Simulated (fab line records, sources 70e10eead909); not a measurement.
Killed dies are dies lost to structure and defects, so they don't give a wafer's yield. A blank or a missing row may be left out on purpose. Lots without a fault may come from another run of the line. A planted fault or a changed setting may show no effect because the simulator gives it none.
Which tool did it? | flow nand_harc | 13 lots, 39 wafers sampled, at 4 steps of a route of 1159

WHAT THE GAUGES READ, wafer by wafer
NHARC_P_BONDPAD_CD_MEAS_09: target cd 500 nm.
lot  | measured     | on        | cd_nm (nm)
L924 | day 6 19:48  | cd_sem-03 | 500.5 499.3 500.0
L925 | day 6 20:53  | cd_sem-03 | 499.1 497.6 499.6
L926 | day 7 03:05  | cd_sem-02 | 499.5 499.5 501.3
L927 | day 7 15:27  | cd_sem-03 | 501.2 498.5 499.1
L929 | day 7 23:26  | cd_sem-03 | 498.4 501.1 501.4
L930 | day 8 02:08  | cd_sem-02 | 500.1 496.9 498.3
L931 | day 8 08:44  | cd_sem-03 | 498.7 499.8 500.7
L932 | day 8 20:56  | cd_sem-02 | 500.6 499.6 499.9
L933 | day 8 21:25  | cd_sem-03 | 501.7 501.5 500.4
L938 | day 10 10:46 | cd_sem-01 | 501.5 501.5 501.8
L941 | day 11 02:05 | cd_sem-02 | 502.2 501.6 500.4
L944 | day 11 16:57 | cd_sem-02 | 497.5 495.3 498.2
L945 | day 12 01:07 | cd_sem-03 | 497.0 497.6 499.0

WHICH TOOL RAN EACH LOT (tool, then ch and the chambers of the sampled wafers, then the start)
lot  | NHARC_P_M2_PVD_21                       | NHARC_P_M2_ANNEAL_31             | NHARC_P_BONDPAD_EXPOSE_06
L924 | pvd_sputter-01, day 6 17:04 or earlier  | rtp_anneal-02 ch 0, day 6 17:04  | krf_scanner-01 ch 0, day 6 19:38
L925 | pvd_sputter-02, day 6 18:14 or earlier  | rtp_anneal-02 ch 0, day 6 18:14  | krf_scanner-02 ch 0, day 6 20:43
L926 | pvd_sputter-02, day 7 00:34 or earlier  | rtp_anneal-01 ch 0, day 7 00:34  | krf_scanner-04 ch 0, day 7 02:56
L927 | pvd_sputter-01, day 7 12:51 or earlier  | rtp_anneal-01 ch 0, day 7 12:51  | krf_scanner-02 ch 0, day 7 15:18
L929 | pvd_sputter-02, day 7 20:58 or earlier  | rtp_anneal-02 ch 0, day 7 20:58  | krf_scanner-01 ch 0, day 7 23:17
L930 | pvd_sputter-03, day 7 23:29 or earlier  | rtp_anneal-02 ch 0, day 7 23:29  | krf_scanner-02 ch 0, day 8 01:59
L931 | pvd_sputter-02, day 8 06:07 or earlier  | rtp_anneal-02 ch 0, day 8 06:07  | krf_scanner-02 ch 0, day 8 08:35
L932 | pvd_sputter-01, day 8 18:23 or earlier  | rtp_anneal-01 ch 0, day 8 18:23  | krf_scanner-01 ch 0, day 8 20:47
L933 | pvd_sputter-01, day 8 18:49 or earlier  | rtp_anneal-01 ch 0, day 8 18:49  | krf_scanner-02 ch 0, day 8 21:16
L938 | pvd_sputter-03, day 10 08:09 or earlier | rtp_anneal-01 ch 0, day 10 08:09 | krf_scanner-02 ch 0, day 10 10:37
L941 | pvd_sputter-02, day 10 23:19 or earlier | rtp_anneal-02 ch 0, day 10 23:19 | krf_scanner-02 ch 0, day 11 01:55
L944 | pvd_sputter-02, day 11 14:21 or earlier | rtp_anneal-02 ch 0, day 11 14:21 | krf_scanner-04 ch 0, day 11 16:48
L945 | pvd_sputter-03, day 11 22:32 or earlier | rtp_anneal-02 ch 0, day 11 22:32 | krf_scanner-04 ch 0, day 12 00:58
- NHARC_P_M2_PVD_21: deposits Cu, target thk 30 nm, time 20.49 s.
- NHARC_P_M2_ANNEAL_31: time 90 s.
- NHARC_P_BONDPAD_EXPOSE_06: exposes mask P BPAD.

WHAT THE TOOLS THEMSELVES READ (means of the sampled wafers that have a number; where no wafer has one, the mark that the record gives instead)
NHARC_P_M2_PVD_21.
lot  | tool           | chamber_pressure_pa (Pa) | throttle_valve_pct (%)
L924 | pvd_sputter-01 | 4.999                    | 30.7
L925 | pvd_sputter-02 | 5.011                    | 30.6
L926 | pvd_sputter-02 | 4.994                    | 30.6
L927 | pvd_sputter-01 | 5.005                    | 30.8
L929 | pvd_sputter-02 | 5.010                    | 30.2
L930 | pvd_sputter-03 | 4.999                    | 29.2
L931 | pvd_sputter-02 | 4.998                    | 30.1
L932 | pvd_sputter-01 | 4.998                    | 31.8
L933 | pvd_sputter-01 | 5.004                    | 30.8
L938 | pvd_sputter-03 | 4.995                    | 28.9
L941 | pvd_sputter-02 | 5.007                    | 30.6
L944 | pvd_sputter-02 | 5.004                    | 29.5
L945 | pvd_sputter-03 | 4.994                    | 29.1

NHARC_P_M2_ANNEAL_31.
lot  | tool          | wafer_temp_C_max
L924 | rtp_anneal-02 | 225.91
L925 | rtp_anneal-02 | 225.74
L926 | rtp_anneal-01 | 226.24
L927 | rtp_anneal-01 | 225.51
L929 | rtp_anneal-02 | 225.56
L930 | rtp_anneal-02 | 225.51
L931 | rtp_anneal-02 | 225.81
L932 | rtp_anneal-01 | 225.86
L933 | rtp_anneal-01 | 225.92
L938 | rtp_anneal-01 | 225.77
L941 | rtp_anneal-02 | 225.56
L944 | rtp_anneal-02 | 225.91
L945 | rtp_anneal-02 | 226.09

NHARC_P_BONDPAD_EXPOSE_06.
lot  | tool           | exposure_dose_mJ_cm2
L924 | krf_scanner-01 | 36.96
L925 | krf_scanner-02 | 37.04
L926 | krf_scanner-04 | 37.05
L927 | krf_scanner-02 | 37.02
L929 | krf_scanner-01 | 36.99
L930 | krf_scanner-02 | 36.99
L931 | krf_scanner-02 | 37.07
L932 | krf_scanner-01 | 37.03
L933 | krf_scanner-02 | 37.04
L938 | krf_scanner-02 | 39.01
L941 | krf_scanner-02 | 38.62
L944 | krf_scanner-04 | 37.05
L945 | krf_scanner-04 | 37.01

THE ANSWER, worked out from the rows above alone
Rule: what is usual is taken from the lots themselves. Put in order of their means at a reading, lots are off if they are a third of the lots or fewer, leave a main group of 4 or more, and stand apart from it by a gap of 3 or more times the standard deviation of the main group's means; of several such gaps the widest counts. A main group whose means are all the same, to the digits that the tables above print for the reading, isn't used. A lot without any number at a reading at which 4 lots or more have one is off too. The other lots that the step has rows for count as sound. The gauges are gone through in route order, then the tools' own readings, and for those a lot's mean is taken as printed above. The first step at which some lot is off is used, and at that step the reading that is off furthest; a lot without a number counts as furthest.
Off: L938, L941, at NHARC_P_BONDPAD_EXPOSE_06 (exposure_dose_mJ_cm2). The main group: mean 37.02, standard deviation 0.031.
A tool fits if, at that step or a process step before it, it ran every lot that is off, and no sound lot after the first of them. NHARC_P_M2_PVD_21 gives no start for some lots, so the hours and the order of its lots are those of NHARC_P_M2_ANNEAL_31. One fits: krf_scanner-02 at NHARC_P_BONDPAD_EXPOSE_06. Its last sound lot is L933 (day 8 21:16), its first lot that is off L938 (day 10 10:37): a fault that began between those two fits.
The tool's own readings at NHARC_P_BONDPAD_EXPOSE_06 bear it out: on the lots that are off they differ by more than 5 times the standard deviation of the sound lots' means. exposure_dose_mJ_cm2 reads 38.81 there against 37.02 on the sound lots.

WHAT THE SIMULATOR HAD PUT IN
Process parameter drift: krf_scanner-02, from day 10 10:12 on, at NHARC_P_BONDPAD_EXPOSE_06. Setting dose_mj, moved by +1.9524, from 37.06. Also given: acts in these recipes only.
Lots struck among those shown: L938, L941. The rule above found the same.
